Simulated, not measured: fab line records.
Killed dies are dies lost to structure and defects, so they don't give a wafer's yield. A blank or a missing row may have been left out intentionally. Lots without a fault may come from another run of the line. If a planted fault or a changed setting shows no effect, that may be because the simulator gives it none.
Lot-split experiment :: flow n5-finfet :: on a route of 1938 steps: 7 lots, 21 wafers read

SPLIT DETAILS
At N5_BEOL_M7_TRENCH_ETCH_37 (etches SiCOH lowk in C4F6/O2, target depth 93.478 nm, time 31.2 s), the setting bias-w was moved away from the recipe's 185 W on 8 of the 21 wafers read, by -13.0% to +15.9%. For the rest of the wafers, this setting stayed at what the recipe calls for.

FROM THE SPLIT TO THE READING: what the file shows between them, 8 steps
- N5_BEOL_M7_ETCH_41: etches SiCN in CH3F/O2, target depth 31.9 nm, time 57.8 s
- N5_BEOL_M7_STRIP_80: strips in N2/H2, time 10 s
- N5_BEOL_M7_ECD_50: material Cu, target thk 300 nm
- N5_BEOL_M7_ANNEAL_51: time 90 s
- N5_BEOL_M7_CMP_52: polishes, stops on SiCOH lowk, t overpolish 6.9 s, target thk 80 nm
- N5_BEOL_M7_THK_MEAS_53: measures by xrf
- N5_BEOL_M7_PRE_CLEAN_55: time 15 s
- N5_BEOL_M7_DEP_56: deposits SiCN from 3MS/NH3, target thk 10 nm, time 17.5 s

THE READING
M7_RS in ohm/sq, measured at N5_BEOL_M7_RS_MEAS_57 by four-point-probe. Typical for fault-free wafers on this fab line: 0.285 ohm/sq, with standard deviation 0.0065 ohm/sq.

wafer: L083.3
tool, chamber at the split: rie-diel-04, 3
bias-w as run, W: 185
against the recipe: recipe
M7_RS, ohm/sq: 0.284
against lot-mates on the recipe: -

wafer: L083.4
tool, chamber at the split: rie-diel-04, 2
bias-w as run, W: 185
against the recipe: recipe
M7_RS, ohm/sq: 0.290
against lot-mates on the recipe: -

wafer: L083.5
tool, chamber at the split: rie-diel-04, 0
bias-w as run, W: 185
against the recipe: recipe
M7_RS, ohm/sq: 0.298
against lot-mates on the recipe: -

wafer: L086.1
tool, chamber at the split: rie-diel-03, 0
bias-w as run, W: 161
against the recipe: -13.0%
M7_RS, ohm/sq: 0.314
against lot-mates on the recipe: +0.024

wafer: L086.2
tool, chamber at the split: rie-diel-03, 1
bias-w as run, W: 185
against the recipe: recipe
M7_RS, ohm/sq: 0.290
against lot-mates on the recipe: -

wafer: L086.5
tool, chamber at the split: rie-diel-03, 0
bias-w as run, W: 161
against the recipe: -13.0%
M7_RS, ohm/sq: 0.310
against lot-mates on the recipe: +0.020

wafer: L087.1
tool, chamber at the split: rie-diel-03, 1
bias-w as run, W: 170.7
against the recipe: -7.7%
M7_RS, ohm/sq: 0.306
against lot-mates on the recipe: +0.021

wafer: L087.2
tool, chamber at the split: rie-diel-03, 3
bias-w as run, W: 185
against the recipe: recipe
M7_RS, ohm/sq: 0.285
against lot-mates on the recipe: -

wafer: L087.6
tool, chamber at the split: rie-diel-03, 2
bias-w as run, W: 170.7
against the recipe: -7.7%
M7_RS, ohm/sq: 0.296
against lot-mates on the recipe: +0.011

wafer: L090.2
tool, chamber at the split: rie-diel-05, 2
bias-w as run, W: 214.5
against the recipe: +15.9%
M7_RS, ohm/sq: 0.267
against lot-mates on the recipe: -0.014

wafer: L090.3
tool, chamber at the split: rie-diel-05, 0
bias-w as run, W: 185
against the recipe: recipe
M7_RS, ohm/sq: 0.282
against lot-mates on the recipe: -

wafer: L090.6
tool, chamber at the split: rie-diel-05, 0
bias-w as run, W: 185
against the recipe: recipe
M7_RS, ohm/sq: 0.281
against lot-mates on the recipe: -

wafer: L089.3
tool, chamber at the split: rie-diel-03, 2
bias-w as run, W: 185
against the recipe: recipe
M7_RS, ohm/sq: 0.289
against lot-mates on the recipe: -

wafer: L089.5
tool, chamber at the split: rie-diel-03, 0
bias-w as run, W: 166.7
against the recipe: -9.9%
M7_RS, ohm/sq: 0.307
against lot-mates on the recipe: +0.018

wafer: L089.6
tool, chamber at the split: rie-diel-03, 1
bias-w as run, W: 166.7
against the recipe: -9.9%
M7_RS, ohm/sq: 0.300
against lot-mates on the recipe: +0.011

wafer: L092.1
tool, chamber at the split: rie-diel-05, 1
bias-w as run, W: 195.8
against the recipe: +5.8%
M7_RS, ohm/sq: 0.269
against lot-mates on the recipe: -0.007

wafer: L092.2
tool, chamber at the split: rie-diel-05, 0
bias-w as run, W: 185
against the recipe: recipe
M7_RS, ohm/sq: 0.276
against lot-mates on the recipe: -

wafer: L092.5
tool, chamber at the split: rie-diel-05, 0
bias-w as run, W: 185
against the recipe: recipe
M7_RS, ohm/sq: 0.275
against lot-mates on the recipe: -

wafer: L096.1
tool, chamber at the split: rie-diel-05, 3
bias-w as run, W: 185
against the recipe: recipe
M7_RS, ohm/sq: 0.281
against lot-mates on the recipe: -

wafer: L096.3
tool, chamber at the split: rie-diel-05, 0
bias-w as run, W: 185
against the recipe: recipe
M7_RS, ohm/sq: 0.279
against lot-mates on the recipe: -

wafer: L096.5
tool, chamber at the split: rie-diel-05, 3
bias-w as run, W: 185
against the recipe: recipe
M7_RS, ohm/sq: 0.282
against lot-mates on the recipe: -

FIT RESULTS
A straight line over all 21 wafers: M7_RS changes by -0.00179 ohm/sq for each +1% of bias-w; r = -0.89; the points scatter about the line by 0.0063 ohm/sq.
The same after taking each lot's own level away (the mean of its wafers on the recipe; 21 wafers): -0.0014 ohm/sq for each +1%; r = -0.92; scatter 0.0039 ohm/sq.
According to that fit, moving bias-w by its largest amount changes the reading by 0.022 ohm/sq.
The span of the lots' own levels, 0.2755 to 0.2907 ohm/sq, comes to 2.3 times the standard deviation stated above.
In other words, the slope is changed by the lot-to-lot level; the two fits disagree.
Check: -0.0257 ohm/sq against its lot-mates is what the line predicts for one of the wafers moved furthest among these (+15.9%) when that wafer is left out of the fit. It came out at -0.0145 ohm/sq against them.
Tool readings at the split's step, against how far the setting was moved: rf-vpp-V r = +0.98.

OTHER SPLITS ON THESE WAFERS
Before the reading, these wafers also passed through other splits. Each is held against what the fit with the lots' levels taken away leaves over:
other split on the same wafers: N5_BEOL_M7_VIA_ETCH_34 time-s
wafers away from the commonest value: 9
r with M7_RS (lot level and that fit taken away): +0.21

THE WHOLE CHAIN: every reading that the file lists as answering this split, in the file's order
step: N5_BEOL_M7_TRENCH_ETCH_37
what it does: etches SiCOH lowk in C4F6/O2, target depth 93.478 nm, time 31.2 s
reading: rf-vpp-V
change (the file's fit): +5.07 V for each +1% of the setting
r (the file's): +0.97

step: N5_BEOL_M7_CMP_52
what it does: polishes, stops on SiCOH lowk, t overpolish 6.9 s, target thk 80 nm
reading: Cu_of_BEOL_M7_ECD_50.thk-nm (the simulator's own value, which no gauge read)
change (the file's fit): +0.308 nm for each +1% of the setting
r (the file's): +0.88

step: N5_BEOL_M7_THK_MEAS_53
what it does: measures by xrf
reading: M7_THK
change (the file's fit): +0.303 for each +1% of the setting
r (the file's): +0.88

step: N5_BEOL_M7_RS_MEAS_57
what it does: measures by four-point-probe
reading: M7_RS
change (the file's fit): -0.00133 for each +1% of the setting
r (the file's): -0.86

FILE'S OWN FIT
M7_RS changes by -0.00133 ohm/sq for each +1% of bias-w, r = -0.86.
